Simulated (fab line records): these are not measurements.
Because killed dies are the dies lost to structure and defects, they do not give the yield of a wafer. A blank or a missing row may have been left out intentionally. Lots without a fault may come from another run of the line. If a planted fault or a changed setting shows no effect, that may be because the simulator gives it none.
Matching of chambers / flow n5Finfet / pecvd-01 running N5_BEOL_M1_ILD_DEP_00: 3 sister chambers
The step deposits SiOC from DEMS/O2, target thk 79 nm, time 15.3 s. 16 wafers are shown with their chamber, then 8 later ones without.

== WAFERS PAIRED WITH THEIR CHAMBERS ==
wafer=L082.1; chamber=1; throttleValvePct (%)=11.6; showerheadPlenumPTorr (Torr)=5.673; heaterPowerOuterW (W)=268
wafer=L082.3; chamber=2; throttleValvePct (%)=10.7; showerheadPlenumPTorr (Torr)=5.668; heaterPowerOuterW (W)=319
wafer=L082.6; chamber=2; throttleValvePct (%)=11.0; showerheadPlenumPTorr (Torr)=5.669; heaterPowerOuterW (W)=322
wafer=L081.2; chamber=0; throttleValvePct (%)=12.2; showerheadPlenumPTorr (Torr)=5.707; heaterPowerOuterW (W)=320
wafer=L081.3; chamber=2; throttleValvePct (%)=10.9; showerheadPlenumPTorr (Torr)=5.656; heaterPowerOuterW (W)=333
wafer=L081.4; chamber=0; throttleValvePct (%)=11.9; showerheadPlenumPTorr (Torr)=5.692; heaterPowerOuterW (W)=317
wafer=L085.1; chamber=0; throttleValvePct (%)=11.8; showerheadPlenumPTorr (Torr)=5.700; heaterPowerOuterW (W)=301
wafer=L085.4; chamber=0; throttleValvePct (%)=12.2; showerheadPlenumPTorr (Torr)=5.713; heaterPowerOuterW (W)=299
wafer=L085.5; chamber=1; throttleValvePct (%)=11.3; showerheadPlenumPTorr (Torr)=5.679; heaterPowerOuterW (W)=252
wafer=L092.3; chamber=1; throttleValvePct (%)=11.6; showerheadPlenumPTorr (Torr)=5.691; heaterPowerOuterW (W)=283
wafer=L092.5; chamber=2; throttleValvePct (%)=10.8; showerheadPlenumPTorr (Torr)=5.667; heaterPowerOuterW (W)=317
wafer=L092.6; chamber=0; throttleValvePct (%)=11.9; showerheadPlenumPTorr (Torr)=5.712; heaterPowerOuterW (W)=275
wafer=L094.1; chamber=0; throttleValvePct (%)=12.0; showerheadPlenumPTorr (Torr)=5.713; heaterPowerOuterW (W)=321
wafer=L094.5; chamber=0; throttleValvePct (%)=11.8; showerheadPlenumPTorr (Torr)=5.699; heaterPowerOuterW (W)=313
wafer=L094.6; chamber=1; throttleValvePct (%)=11.7; showerheadPlenumPTorr (Torr)=5.688; heaterPowerOuterW (W)=259
wafer=L095.2; chamber=1; throttleValvePct (%)=11.8; showerheadPlenumPTorr (Torr)=5.695; heaterPowerOuterW (W)=213

SIGNATURES, as means of the wafers listed above
reading=throttleValvePct; chamber 0=11.971; chamber 1=11.600; chamber 2=10.850; scatter within a chamber=0.167
reading=showerheadPlenumPTorr; chamber 0=5.70514; chamber 1=5.68520; chamber 2=5.66500; scatter within a chamber=0.00807
reading=heaterPowerOuterW; chamber 0=306.57; chamber 1=255.00; chamber 2=322.75; scatter within a chamber=18.6
Rule: a wafer's distance from a chamber is the root of the sum, over the readings, of the square of ((its reading less the chamber's mean) divided by the reading's scatter). The wafer belongs to the nearest chamber; if the next one is less than 2 further off, it can't be placed. The scatter: the root of (the sum of the squares of (reading less its chamber's mean) over the shown wafers, divided by (wafers less chambers)).

== WAFERS WHOSE CHAMBER IS MISSING ==
wafer=L095.4; throttleValvePct (%)=11.1; showerheadPlenumPTorr (Torr)=5.668; heaterPowerOuterW (W)=308
wafer=L095.6; throttleValvePct (%)=12.0; showerheadPlenumPTorr (Torr)=5.714; heaterPowerOuterW (W)=309
wafer=L096.1; throttleValvePct (%)=12.2; showerheadPlenumPTorr (Torr)=5.723; heaterPowerOuterW (W)=262
wafer=L096.2; throttleValvePct (%)=11.7; showerheadPlenumPTorr (Torr)=5.680; heaterPowerOuterW (W)=281
wafer=L096.6; throttleValvePct (%)=10.9; showerheadPlenumPTorr (Torr)=5.655; heaterPowerOuterW (W)=271
wafer=L097.2; throttleValvePct (%)=12.1; showerheadPlenumPTorr (Torr)=5.721; heaterPowerOuterW (W)=325
wafer=L097.3; throttleValvePct (%)=11.3; showerheadPlenumPTorr (Torr)=5.661; heaterPowerOuterW (W)=312
wafer=L097.5; throttleValvePct (%)=11.9; showerheadPlenumPTorr (Torr)=5.711; heaterPowerOuterW (W)=338

== CHAMBER TAKEN BY EACH ==
wafer=L095.4; from the rows above=2; in truth=2
wafer=L095.6; from the rows above=0; in truth=0
wafer=L096.1; from the rows above=0; in truth=0
wafer=L096.2; from the rows above=1; in truth=1
wafer=L096.6; from the rows above=2; in truth=2
wafer=L097.2; from the rows above=0; in truth=0
wafer=L097.3; from the rows above=can't be placed: 2 or 1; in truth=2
wafer=L097.5; from the rows above=0; in truth=0
7 of 8 placed correctly. These rows do not allow placing 1 (true chamber among the candidates in 1). Placed wrongly: 0.
